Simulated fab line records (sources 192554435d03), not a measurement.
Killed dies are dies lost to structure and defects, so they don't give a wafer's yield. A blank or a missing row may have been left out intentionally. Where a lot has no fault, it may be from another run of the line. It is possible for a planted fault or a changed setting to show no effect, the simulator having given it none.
Chamber matching / flow n5_finfet / N5_BEOL_M12_DESCUM_15 on rie_diel-04: 4 sister chambers
The step chemistry O2, time 7.9 s. 18 wafers are shown with their chamber, then 9 later ones without.

== WAFERS, EACH WITH ITS CHAMBER ==
wafer=L076.3; chamber=3; drypump_motor_current_A (A)=5.5; showerhead_plenum_p_Torr (Torr)=2.16; throttle_valve_pct (%)=20.15
wafer=L076.4; chamber=1; drypump_motor_current_A (A)=6.2; showerhead_plenum_p_Torr (Torr)=2.17; throttle_valve_pct (%)=20.91
wafer=L076.5; chamber=2; drypump_motor_current_A (A)=6.0; showerhead_plenum_p_Torr (Torr)=2.08; throttle_valve_pct (%)=20.63
wafer=L080.1; chamber=3; drypump_motor_current_A (A)=5.5; showerhead_plenum_p_Torr (Torr)=2.15; throttle_valve_pct (%)=20.16
wafer=L080.2; chamber=0; drypump_motor_current_A (A)=6.1; showerhead_plenum_p_Torr (Torr)=2.14; throttle_valve_pct (%)=20.09
wafer=L080.4; chamber=1; drypump_motor_current_A (A)=6.2; showerhead_plenum_p_Torr (Torr)=2.17; throttle_valve_pct (%)=20.94
wafer=L081.2; chamber=0; drypump_motor_current_A (A)=6.1; showerhead_plenum_p_Torr (Torr)=2.14; throttle_valve_pct (%)=20.07
wafer=L081.3; chamber=2; drypump_motor_current_A (A)=5.9; showerhead_plenum_p_Torr (Torr)=2.08; throttle_valve_pct (%)=20.66
wafer=L081.4; chamber=3; drypump_motor_current_A (A)=5.5; showerhead_plenum_p_Torr (Torr)=2.15; throttle_valve_pct (%)=20.18
wafer=L082.3; chamber=2; drypump_motor_current_A (A)=6.0; showerhead_plenum_p_Torr (Torr)=2.08; throttle_valve_pct (%)=20.65
wafer=L082.5; chamber=3; drypump_motor_current_A (A)=5.5; showerhead_plenum_p_Torr (Torr)=2.15; throttle_valve_pct (%)=20.16
wafer=L082.6; chamber=2; drypump_motor_current_A (A)=5.9; showerhead_plenum_p_Torr (Torr)=2.08; throttle_valve_pct (%)=20.67
wafer=L083.1; chamber=3; drypump_motor_current_A (A)=5.5; showerhead_plenum_p_Torr (Torr)=2.15; throttle_valve_pct (%)=20.18
wafer=L083.3; chamber=0; drypump_motor_current_A (A)=6.1; showerhead_plenum_p_Torr (Torr)=2.14; throttle_valve_pct (%)=20.09
wafer=L083.5; chamber=0; drypump_motor_current_A (A)=6.1; showerhead_plenum_p_Torr (Torr)=2.14; throttle_valve_pct (%)=20.10
wafer=L089.2; chamber=3; drypump_motor_current_A (A)=5.5; showerhead_plenum_p_Torr (Torr)=2.14; throttle_valve_pct (%)=20.21
wafer=L089.3; chamber=0; drypump_motor_current_A (A)=6.1; showerhead_plenum_p_Torr (Torr)=2.13; throttle_valve_pct (%)=20.12
wafer=L089.5; chamber=2; drypump_motor_current_A (A)=5.9; showerhead_plenum_p_Torr (Torr)=2.07; throttle_valve_pct (%)=20.30

SIGNATURES (means of the wafers above)
reading=drypump_motor_current_A; chamber 0=6.100; chamber 1=6.200; chamber 2=5.940; chamber 3=5.500; scatter within a chamber=0.0293
reading=showerhead_plenum_p_Torr; chamber 0=2.1380; chamber 1=2.1700; chamber 2=2.0780; chamber 3=2.1500; scatter within a chamber=0.00507
reading=throttle_valve_pct; chamber 0=20.0940; chamber 1=20.9250; chamber 2=20.5820; chamber 3=20.1733; scatter within a chamber=0.0863
Rule: for each reading, subtract the chamber's mean from the wafer's reading, divide by that reading's scatter and square the result; add these up over the readings and take the root, which gives the wafer's distance from the chamber. The wafer belongs to the nearest chamber; if the next one is less than 2 further off, it can't be placed. How the scatter is found: for the shown wafers, subtract from each reading the mean of its chamber, square and add these, divide the total by (wafers less chambers), then take the root.

== WAFERS WITH NO CHAMBER GIVEN ==
wafer=L092.3; drypump_motor_current_A (A)=5.9; showerhead_plenum_p_Torr (Torr)=2.07; throttle_valve_pct (%)=20.30
wafer=L092.4; drypump_motor_current_A (A)=5.9; showerhead_plenum_p_Torr (Torr)=2.07; throttle_valve_pct (%)=20.30
wafer=L092.5; drypump_motor_current_A (A)=5.4; showerhead_plenum_p_Torr (Torr)=2.14; throttle_valve_pct (%)=20.20
wafer=L096.1; drypump_motor_current_A (A)=5.9; showerhead_plenum_p_Torr (Torr)=2.07; throttle_valve_pct (%)=20.33
wafer=L096.2; drypump_motor_current_A (A)=6.2; showerhead_plenum_p_Torr (Torr)=2.16; throttle_valve_pct (%)=20.66
wafer=L096.4; drypump_motor_current_A (A)=5.5; showerhead_plenum_p_Torr (Torr)=2.14; throttle_valve_pct (%)=20.22
wafer=L097.1; drypump_motor_current_A (A)=6.2; showerhead_plenum_p_Torr (Torr)=2.15; throttle_valve_pct (%)=20.69
wafer=L097.2; drypump_motor_current_A (A)=6.0; showerhead_plenum_p_Torr (Torr)=2.13; throttle_valve_pct (%)=20.14
wafer=L097.4; drypump_motor_current_A (A)=5.9; showerhead_plenum_p_Torr (Torr)=2.06; throttle_valve_pct (%)=20.34

== THE CHAMBER EACH PASSED THROUGH ==
wafer=L092.3; from the rows above=2; in truth=2
wafer=L092.4; from the rows above=2; in truth=2
wafer=L092.5; from the rows above=3; in truth=3
wafer=L096.1; from the rows above=2; in truth=2
wafer=L096.2; from the rows above=1; in truth=1
wafer=L096.4; from the rows above=3; in truth=3
wafer=L097.1; from the rows above=1; in truth=1
wafer=L097.2; from the rows above=0; in truth=0
wafer=L097.4; from the rows above=2; in truth=2
Placed correctly: 9 of 9. Left unplaced by these rows: 0. Placed wrongly: 0.
